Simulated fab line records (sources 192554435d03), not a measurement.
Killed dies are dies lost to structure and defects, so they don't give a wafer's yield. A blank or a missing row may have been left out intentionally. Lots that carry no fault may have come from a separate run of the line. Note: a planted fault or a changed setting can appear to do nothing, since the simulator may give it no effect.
Lot-split experiment + flow n5_finfet + 21 wafers read from 7 lots, route of 1938 steps

## ON THE SPLIT
At N5_BEOL_M2_ETCH_74 (etches underlayer in N2/H2, target depth 6.5 nm, time 5.2 s), the setting source_w was moved away from the recipe's 840 W on 4 of the 21 wafers read, by -17.6% to +16.3%. All remaining wafers had this setting at the recipe value.

The reading is taken at the split's own step.

## THE READING
rf_vpp_V, in V, at N5_BEOL_M2_ETCH_74 (etches underlayer in N2/H2, target depth 6.5 nm, time 5.2 s). Typical for fault-free wafers on this fab line: 524.3 V, with standard deviation 2.7 V.

| wafer  | tool, chamber at the split | source_w as run, W | against the recipe | rf_vpp_V, V | against lot-mates on the recipe |
|--------|----------------------------|--------------------|--------------------|-------------|---------------------------------|
| L075.2 | rie_diel-02, 3             | 840                | recipe             | 523.4       | -                               |
| L075.4 | rie_diel-02, 2             | 840                | recipe             | 527.5       | -                               |
| L075.5 | rie_diel-02, 2             | 840                | recipe             | 528.4       | -                               |
| L077.1 | rie_diel-02, 0             | 840                | recipe             | 521.8       | -                               |
| L077.3 | rie_diel-02, 1             | 692                | -17.6%             | 559.1       | +37.3                           |
| L077.5 | rie_diel-02, 2             | 692                | -17.6%             | 560.2       | +38.4                           |
| L080.2 | rie_diel-04, 0             | 840                | recipe             | 522.4       | -                               |
| L080.5 | rie_diel-04, 0             | 840                | recipe             | 521.7       | -                               |
| L080.6 | rie_diel-04, 3             | 840                | recipe             | 525.6       | -                               |
| L085.2 | rie_diel-02, 1             | 840                | recipe             | 523.2       | -                               |
| L085.3 | rie_diel-02, 0             | 840                | recipe             | 519.9       | -                               |
| L085.4 | rie_diel-02, 2             | 840                | recipe             | 525.3       | -                               |
| L095.3 | rie_diel-04, 1             | 840                | recipe             | 522.4       | -                               |
| L095.4 | rie_diel-04, 0             | 840                | recipe             | 528.4       | -                               |
| L095.6 | rie_diel-04, 0             | 840                | recipe             | 528.6       | -                               |
| L096.1 | rie_diel-04, 2             | 840                | recipe             | 524.3       | -                               |
| L096.3 | rie_diel-04, 1             | 840                | recipe             | 525.2       | -                               |
| L096.4 | rie_diel-04, 0             | 840                | recipe             | 528.3       | -                               |
| L097.3 | rie_diel-01, 0             | 840                | recipe             | 521.4       | -                               |
| L097.4 | rie_diel-01, 3             | 976.8              | +16.3%             | 494.9       | -26.5                           |
| L097.5 | rie_diel-01, 1             | 976.8              | +16.3%             | 494.5       | -26.9                           |

THE FIT
A straight line over all 21 wafers: rf_vpp_V changes by -1.92 V for each +1% of source_w; r = -0.98; the points scatter about the line by 2.7 V.
The same after taking each lot's own level away (the mean of its wafers on the recipe; 21 wafers): -1.91 V for each +1%; r = -0.98; scatter 2.6 V.
That fit puts the effect of the largest move of source_w on the reading at 34 V.
Measured against the standard deviation above, the lots' own levels, which go from 521.40 to 526.47 V, span 1.9 times it.
So the lot-to-lot level changes the slope little: the two slopes agree.
Check: with one of the wafers moved furthest among these (-17.6%) left out of the fit, the line predicts +33.2 V for it against its lot-mates. It came out at +37.3 V against them.
Tool readings at the split's step, against how far the setting was moved: rf_vpp_V r = -0.98.

## ADDITIONAL SPLITS CARRIED BY THESE WAFERS
These wafers also went through other splits before the reading. Each is held against what the fit with the lots' levels taken away leaves over:
| other split on the same wafers    | wafers away from the commonest value | r with rf_vpp_V (lot level and that fit taken away) |
|-----------------------------------|--------------------------------------|-----------------------------------------------------|
| N5_BEOL_M0_SAQP_PECVD_04 time_s   | 6                                    | +0.05                                               |
| N5_BEOL_M0_SAQP_EXPOSE_37 dose_mj | 10                                   | -0.28                                               |
| N5_BEOL_M1_EXPOSE_08 dose_mj      | 6                                    | -0.11                                               |
| N5_BEOL_M2_DESCUM_16 time_s       | 5                                    | +0.10                                               |

## THE FILE'S OWN FIT
rf_vpp_V changes by -1.92 V for each +1% of source_w, r = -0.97.
